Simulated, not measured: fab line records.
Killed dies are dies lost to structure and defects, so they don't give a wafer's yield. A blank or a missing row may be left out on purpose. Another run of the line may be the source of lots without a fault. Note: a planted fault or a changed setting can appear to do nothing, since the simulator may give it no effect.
A lot that was struck, set against a sound lot    flow nand_harc    15 steps out of a route of 1159
Sound: these wafers, L676.2, L676.5, L676.6. Struck: wafers L689.1, L689.6 (left out: L689.3, a lot-mate that was not struck); the cause follows at the end.
At each step with rows: each side's tool, then ch and its chambers, then its first start. Under that, the readings that differ: sound wafers    struck wafers    difference of the means    sigmas: that difference in standard deviations of wafers without a fault.
alike: words and numbers the same on both sides, and readings whose means are apart by under 2 such deviations; not compared: readings that were withheld, readings missing a value for some wafer, numbers with overlapping values and no deviation given by the record, and bounds like >300 which may hide the same value.
Wherever a step has rows on one side only, a row that says differs or no value, or a row with sigmas, the two part there. Non-overlapping numbers with no deviation appear without sigmas and do not part them. A reading missing from all wafers of one side parts the sides only when that side holds two or more wafers.

NHARC_A_BLC_INSPECT_12:
  sound: defect_inspect-01 at day 17 16:47; struck: defect_inspect-01 at day 20 04:58
  alike: raw_defect_count
then, 1 step without rows for these wafers: NHARC_A_BLC_DESCUM_15 (chemistry O2, time 3 s).
NHARC_A_BLC_ETCH_16: etches the open film in CF4, target depth 39 nm, time 65 s.
  sound on rie_diel-08 ch 2,3, day 17 16:56; struck on rie_diel-11 ch 0,3, day 20 05:08
  alike: drypump_motor_current_A, oes_product_au, rf_vpp_V, showerhead_plenum_p_Torr, throttle_valve_pct
  not compared: rf_hours_counter_h
then, 2 steps without rows for these wafers: NHARC_A_BLC_ETCH_17 (etches the open film in N2/H2, target depth 390 nm, time 609.38 s); NHARC_A_BLC_ETCH_18 (etches the open film in C4F8/O2/Ar, target depth 910 nm).
NHARC_A_BLC_CD_MEAS_19:
  sound: cd_sem-03 at day 17 17:49; struck: cd_sem-02 at day 20 06:11
  alike: cd_nm
NHARC_A_BLC_STRIP_29: strips in CF4.
  sound on rie_diel-02 ch 1,2, day 17 17:54; struck on rie_diel-08 ch 2,3, day 20 06:15
  alike: drypump_motor_current_A, oes_product_au, rf_vpp_V, showerhead_plenum_p_Torr, throttle_valve_pct
  not compared: rf_hours_counter_h
NHARC_A_BLC_STRIP_21: strips in O2.
  sound on rie_diel-02 ch 2,3, day 17 17:59; struck on rie_diel-08 ch 1, day 20 06:22
reading                      sound        struck   difference  sigmas
drypump_motor_current_A (A)  6.1 6.1 5.4  5.1 5.1  -0.8        -2
  alike: oes_product_au, rf_vpp_V, showerhead_plenum_p_Torr, throttle_valve_pct
  not compared: rf_hours_counter_h
then, 1 step without rows for these wafers: NHARC_A_BLC_STRIP_22 (strips in post etch residue remover, time 600 s).
NHARC_A_BLC_DEGAS_30: time 60 s.
  sound: pvd_sputter-02 at day 17 18:25; struck: pvd_sputter-01 at day 20 06:47
  alike: heater_power_w
then, 2 steps without rows for these wafers: NHARC_A_BLC_PRE_CLEAN_31 (time 15 s); NHARC_A_BLC_PVD_32 (deposits Ti, target thk 5 nm, time 17.7 s).
NHARC_A_BLC_ALD_23: deposits TiN, target thk 3 nm, pulse time 1 s, ald cycles 150.
  sound on ald_metal-01 ch 1,2, day 17 18:40; struck on ald_metal-02 ch 0,1, day 20 07:02
reading     sound        struck  difference  sigmas
ald_cycles  150 150 150  65 65   -85         
  alike: heater_power_w, precursor_pulse_height_rel
NHARC_A_BLC_CVD_24: deposits W, target thk 150 nm, time 434 s.
  sound on cvd_w-01 ch 0,1; struck on cvd_w-01 ch 1
  alike: heater_power_w, mfc_wf6_sccm, throttle_valve_pct
NHARC_END_SORT_01:
  sound on prober-01 ch 0, day 20 04:03; struck on prober-02 ch 0, day 22 03:28
reading          sound     struck                                             difference                    sigmas
hold             - - -     await_dispo/3.3h/release await_dispo/3.3h/release  no value on the sound wafers  
killed_at_array  18 19 23  673 667                                            +650                          +71
killed_dies      25 27 27  677 677                                            +651                          +67
  alike: killed_at_other, killed_at_periphery, killed_open, killed_short

== WHERE THEY PART ==
First at NHARC_A_BLC_STRIP_21; last, within this record, at NHARC_END_SORT_01.

WHY: the cause the simulator had injected
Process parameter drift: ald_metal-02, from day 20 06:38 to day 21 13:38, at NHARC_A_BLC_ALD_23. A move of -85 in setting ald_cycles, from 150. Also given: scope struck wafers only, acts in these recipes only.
